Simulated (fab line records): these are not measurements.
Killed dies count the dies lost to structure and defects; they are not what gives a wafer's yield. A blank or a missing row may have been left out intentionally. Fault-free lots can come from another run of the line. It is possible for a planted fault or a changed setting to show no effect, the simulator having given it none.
Which tool did it?	flow n5 finfet	Sampling: 13 lots, 34 wafers, 3 of 1938 route steps

== WHAT THE GAUGES READ, wafer by wafer ==
N5_SD_EPI_P_INSPECT_26: inspects for defects (darkfield).
lot	measured	on	raw defect count
L237	day 3 16:17	defect inspect-01	133 138 166
L239	day 4 04:46	defect inspect-01	155 205 179
L240	day 4 09:39	defect inspect-02	141 168
L241	day 4 15:31	defect inspect-01	137 111
L242	day 4 20:34	defect inspect-01	216 130
L243	day 5 07:51	defect inspect-01	146 175
L244	day 5 14:17	defect inspect-02	139 193 147
L248	day 6 09:25	defect inspect-02	150 219
L249	day 6 16:55	defect inspect-02	870 895 866
L250	day 6 21:35	defect inspect-01	954 924 935
L256	day 8 10:01	defect inspect-02	194 185 166
L258	day 8 21:10	defect inspect-01	203 196 221
L259	day 9 07:15	defect inspect-01	157 144 192

== EACH LOT AND THE TOOL THAT RAN IT (in order: tool; ch and the chambers of the sampled wafers; start) ==
lot	N5_SD_EPI_P_STRIP_40	N5_SD_EPI_P_PRECLEAN_32
L237	plasma asher-02 ch 0,1, day 3 13:25	wet bench-03 ch 1,3,4, day 3 16:14
L239	plasma asher-02 ch 0,1, day 4 01:54	wet bench-06 ch 2,3,6, day 4 04:43
L240	plasma asher-02 ch 0,1, day 4 06:45	wet bench-06 ch 2,5, day 4 09:36
L241	plasma asher-01 ch 1, day 4 12:37	wet bench-01 ch 3,4, day 4 15:27
L242	plasma asher-02 ch 1, day 4 17:41	wet bench-01 ch 3,5, day 4 20:31
L243	plasma asher-02 ch 0, day 5 04:59	wet bench-01 ch 6,7, day 5 07:47
L244	plasma asher-01 ch 0,1, day 5 10:33	wet bench-03 ch 0,3,5, day 5 14:13
L248	plasma asher-02 ch 0,1, day 6 05:41	wet bench-01 ch 6,7, day 6 09:22
L249	plasma asher-02 ch 0,1, day 6 13:11	wet bench-03 ch 0,4,6, day 6 16:51
L250	plasma asher-01 ch 0,1, day 6 17:51	wet bench-03 ch 1,4,5, day 6 21:32
L256	plasma asher-02 ch 0,1, day 8 07:07	wet bench-01 ch 1,3,4, day 8 09:57
L258	plasma asher-02 ch 0,1, day 8 17:28	wet bench-01 ch 4,5,6, day 8 21:07
L259	plasma asher-01 ch 0,1, day 9 03:32	wet bench-06 ch 2,5,6, day 9 07:12
- N5_SD_EPI_P_STRIP_40: strips in N2/H2.
- N5_SD_EPI_P_PRECLEAN_32: cleans in dHF, time 10 s.

== AS READ BY THE TOOLS THEMSELVES (means over the sampled wafers that have a number; for cases with no such wafer, the mark the record gives instead) ==
N5_SD_EPI_P_STRIP_40.
lot	tool	drypump motor current A (A)	heater power w (W)	oes product au (a.u.)
L237	plasma asher-02	5.4	329	0.760
L239	plasma asher-02	5.4	326	0.748
L240	plasma asher-02	5.4	334	0.761
L241	plasma asher-01	5.7	322	0.754
L242	plasma asher-02	5.5	318	0.756
L243	plasma asher-02	5.3	344	0.756
L244	plasma asher-01	6.0	322	0.762
L248	plasma asher-02	5.4	330	0.754
L249	plasma asher-02	5.4	333	0.775
L250	plasma asher-01	5.9	322	0.755
L256	plasma asher-02	5.5	326	0.760
L258	plasma asher-02	5.4	330	0.766
L259	plasma asher-01	6.0	327	0.759

== THE ANSWER, worked out from the rows above alone ==
Rule: the lots themselves supply what counts as usual. Put in order of their means at a reading, lots are off if they are a third of the lots or fewer, leave a main group of 4 or more, and stand apart from it by a gap of 3 or more times the standard deviation of the main group's means; of several such gaps the widest counts. A main group whose means are all the same, to the digits that the tables above print for the reading, isn't used. Also off: a lot with no number at a reading for which 4 or more lots have one. All remaining lots with rows at the step are treated as sound. After the gauges, taken in route order, come the tools' own readings; for these a lot's mean is taken, as printed above. At the first step where some lot is off, the reading lying furthest off is the one used; lots without a number count as furthest.
Off: L249, L250, at N5_SD_EPI_P_INSPECT_26 (raw defect count). For the main group the mean is 167 and the standard deviation 21.
If a tool, at a process step before that reading, ran all the lots that are off and no sound lot after the first of them, it fits. Gauges at N5_SD_EPI_P_INSPECT_26: tried the same way as those tools. One fits: wet bench-03 at N5_SD_EPI_P_PRECLEAN_32. A fault onset in the window from L244 (day 5 14:13, its last sound lot) to L249 (day 6 16:51, its first lot off) fits.

== WHAT THE SIMULATOR HAD INSERTED ==
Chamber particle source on wet bench-03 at N5_SD_EPI_P_PRECLEAN_32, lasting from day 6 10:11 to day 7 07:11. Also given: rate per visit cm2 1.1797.
Shown lots that were struck: L249, L250. This agrees with what the rule above found.
